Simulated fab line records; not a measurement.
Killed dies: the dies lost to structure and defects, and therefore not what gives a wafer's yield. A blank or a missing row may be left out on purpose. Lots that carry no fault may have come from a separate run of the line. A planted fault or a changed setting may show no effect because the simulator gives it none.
A lot that was struck, set against a sound lot || flow n5Finfet || 16 steps out of a route of 1938
Sound: these wafers, L524.1, L524.3, L524.4. Wafers L537.3, L537.5 were the ones struck. The cause comes at the end.
For every step that has rows: the tool of each side, followed by ch and its chambers, followed by its first start. Under that, the readings that differ: sound wafers || struck wafers || difference of the means || sigmas: that difference in standard deviations of wafers without a fault.
alike: readings with means less than 2 such deviations apart, plus words and numbers identical on both sides. not compared: withheld readings, readings lacking a value on some wafer, bounds such as >300 that could conceal the same value, and numbers that have no deviation in the record and whose values overlap.
The two part at a step that has a row with sigmas, a row that says differs or no value, or rows on one side only. Non-overlapping numbers with no deviation appear without sigmas and do not part them. A reading that every wafer of one side lacks parts them only if that side has two wafers or more.

N5_BEOL_M1_DESCUM_16: chemistry O2, time 7 s.
  sound on rieDiel-02 ch 0,1,3, day 6 10:44; struck on rieDiel-03 ch 1, day 9 16:16
{"reading": "drypumpMotorCurrentA (A)", "sound": "6.2 5.8 5.3", "struck": "5.0 5.0", "difference": -0.8, "sigmas": -2}
  alike: oesProductAu, rfVppV, showerheadPlenumPTorr, throttleValvePct
  not compared: rfHoursCounterH
N5_BEOL_M1_ETCH_74: etches underlayer in N2/H2, target depth 6.5 nm, time 5.2 s.
  sound on rieDiel-02 ch 0,1,3, day 6 10:46; struck on rieDiel-03 ch 1, day 9 16:19
{"reading": "drypumpMotorCurrentA (A)", "sound": "6.2 5.9 5.3", "struck": "5.0 5.0", "difference": -0.8, "sigmas": -2}
  alike: biasW, etchRfOnTimeS, n2FlowSccm, oesProductAu, rfVppV, showerheadPlenumPTorr, throttleValvePct
  not compared: rfHoursCounterH
N5_BEOL_M1_ETCH_63: etches SiARC in CF4, target depth 15.6 nm, time 26 s.
  sound on rieDiel-02 ch 0,1,3, day 6 10:47; struck on rieDiel-03 ch 1, day 9 16:20
{"reading": "drypumpMotorCurrentA (A)", "sound": "6.2 5.9 5.3", "struck": "5.0 5.0", "difference": -0.8, "sigmas": -2}
  alike: biasW, etchRfOnTimeS, oesProductAu, rfVppV, showerheadPlenumPTorr, throttleValvePct
  not compared: rfHoursCounterH
N5_BEOL_M1_ETCH_64: etches SOC in N2/H2, target depth 75 nm, overetch 15 nm, time 112.5 s.
  sound on rieDiel-02 ch 0,1,3, day 6 10:49; struck on rieDiel-03 ch 1, day 9 16:21
{"reading": "drypumpMotorCurrentA (A)", "sound": "6.2 5.9 5.3", "struck": "5.0 5.0", "difference": -0.8, "sigmas": -2}
  alike: biasW, n2FlowSccm, oesProductAu, rfVppV, showerheadPlenumPTorr, throttleValvePct
  not compared: rfHoursCounterH
then, 2 steps without rows for these wafers: N5_BEOL_M1_STRIP_65 (strips in N2/H2); N5_BEOL_M1_STRIP_75 (strips in N2/H2).
N5_BEOL_M1_STRIP_66: strips in CF4.
  sound on rieDiel-02 ch 0,1,3, day 6 10:56; struck on rieDiel-03 ch 1, day 9 16:29
{"reading": "drypumpMotorCurrentA (A)", "sound": "6.2 5.9 5.3", "struck": "5.0 5.0", "difference": -0.8, "sigmas": -2}
  alike: oesProductAu, powerW, rfVppV, showerheadPlenumPTorr, throttleValvePct
  not compared: rfHoursCounterH
then, 2 steps without rows for these wafers: N5_BEOL_M1_HM_OPEN_17 (chemistry Cl2/BCl3, target TiN, target depth 20 nm, overetch 6 nm); N5_BEOL_M1_STRIP_19 (strips in O2).
N5_BEOL_M1_CD_MEAS_18: pitch 36 nm, target cd 18 nm.
  sound: cdSem-03 at day 6 11:10; struck: cdSem-02 at day 9 16:43
{"reading": "cdNm (nm)", "sound": "18.7 18.6 18.5", "struck": "17.5 17.8", "difference": -1.0, "sigmas": -3}
then, 2 steps without rows for these wafers: N5_BEOL_M1_COAT_67 (time 60 s, resist thk 60 nm); N5_BEOL_M1_COAT_68 (time 60 s, resist thk 12 nm).
N5_BEOL_M1_COAT_76: time 60 s, resist thk 5 nm.
  sound on lithoTrack-02 ch 0, day 6 11:12; struck on lithoTrack-01 ch 0, day 9 16:44
{"reading": "heaterPowerTotalW (W)", "sound": "391.0 390.7 392.2", "struck": "465.1 467.9", "difference": "+75.2", "sigmas": "+58"}
{"reading": "runLengthS (s)", "sound": "66.50 66.34 66.46", "struck": "51.09 51.02", "difference": -15.38, "sigmas": "-99 or more"}
  alike: chillPlateTempC, dispensePressureKPa
then, 1 step without rows for these wafers: N5_BEOL_M1_COAT_22 (resist thk 30 nm).
-- here the record skips 2 days between the struck wafers' starts before and after, leaving off in module BEOL_M1 and picking up in module BEOL_M4 (first step shown: number 1111 of the route) --
N5_BEOL_M4_RC_MEAS_101:
  sound on prober-01 ch 0, day 8 15:55; struck on prober-02 ch 0, day 11 21:50
  alike: DIBL_N, DIBL_P, IOFF_N, IOFF_P, ION_N, ION_P, SS_N, SS_P, VT_N, VT_P
N5_PASSIVATION_PROBE_49:
  rows exist in the record for the sound wafers here (prober-01, day 12 23:55), none for the struck ones

WHERE THEY PART
Last at N5_PASSIVATION_PROBE_49 as far as this record goes, first at N5_BEOL_M1_DESCUM_16.

WHY: whatever the simulator had introduced
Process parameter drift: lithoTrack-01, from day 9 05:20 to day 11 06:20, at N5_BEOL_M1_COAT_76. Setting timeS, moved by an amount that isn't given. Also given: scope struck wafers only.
